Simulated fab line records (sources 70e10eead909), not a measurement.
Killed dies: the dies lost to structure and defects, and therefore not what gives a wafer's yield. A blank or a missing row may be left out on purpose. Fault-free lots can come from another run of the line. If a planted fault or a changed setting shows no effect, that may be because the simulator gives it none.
Code-filled problem report in 8D (eight disciplines) form :: flow nand harc :: the parts of the form that need people (team, actions taken, sign-off) are left out

== 1. WHAT IS WRONG ==
NHARC_A_ONON_D1_THK_MEAS_24, thk nm: mean 696 nm over 1 wafer from 1 lot; wafers with no fault: 1003 nm, standard deviation 13. Measured from the usual mean, that is -24 standard deviations.
The step: measures by ellipsometry.
First observed at day 14 08:04: wafer L381.1, on film metro-02. The record holds 38 wafers of 13 lots with a number at this step. Rule for "out", or "out of limits": more than 4 standard deviations from the usual mean. The other wafers with a number count as sound.

== 2. WHAT IT IS, WHAT IT ISN'T ==
question: which readings at this step
is: thk nm
is not: -

question: which lots
is: L381
is not: L368, L369, L371, L372, L373, L374, L377, L380, L385, L386, L389, L391

question: which wafers of those lots
is: L381.1
is not: L381.6

question: read on which gauges
is: film metro-02
is not: film metro-01

question: when
is: from day 14 08:04
is not: up to then (25 sound wafers); but 12 sound wafers of L385, L386, L389, L391 came after

== 3. THE SUSPECTS, EACH WITH WHAT RULES IT OUT ==
Counting: any tool at a process step up to the reading remains a suspect provided it ran every lot that is out. Sound lots after the first of them don't rule it out here, since some wafers of a struck lot are sound.
- the gauge at NHARC_A_ONON_D1_THK_MEAS_24: kept. All the wafers that are out were read on film metro-02, and no step on other tools shows them out.
- pecvd onon-01 at NHARC_A_ONON_D1_DEP_22 (target thk 1000 nm): kept. It ran the lot that is out, L381 (day 14 07:33); its last sound lot up to then is L377 (day 12 02:22).
What counting leaves: pecvd onon-01 at NHARC_A_ONON_D1_DEP_22 and film metro-02 at NHARC_A_ONON_D1_THK_MEAS_24.

== 4. THE CAUSE (what the simulator had put in) ==
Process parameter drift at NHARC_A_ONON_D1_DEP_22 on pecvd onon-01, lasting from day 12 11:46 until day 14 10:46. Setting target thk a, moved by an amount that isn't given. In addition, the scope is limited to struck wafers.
2 suspects survive the count, and this tool is in that group.

== 5. THE CHAIN OF EFFECTS, in route order ==
Rows list readings where the struck wafers' mean (over those with a number) sits beyond 3 standard deviations from the usual. Readings are gone through only where the record gives a usual standard deviation; hours: the median, over the lots, of the time from a lot's start at the first step in this table giving one to that lot's start at this step; sigmas: the change measured in usual standard deviations.
hours: 0
step: NHARC_A_ONON_D1_THK_MEAS_24
reading: thk nm
usual: 1003 nm
on struck wafers: 696
change: -307
sigmas: -24

== 6. HOW IT WOULD HAVE BEEN CAUGHT EARLIER ==
In this record the first reading out of limits at a measuring or inspecting step was taken at day 14 08:04, 44 hours after the fault began at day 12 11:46.
By day 14 08:04, every lot that is out (1) had started NHARC_A_ONON_D1_DEP_22 on pecvd onon-01. Holding the tool at that point would not have protected any of them.
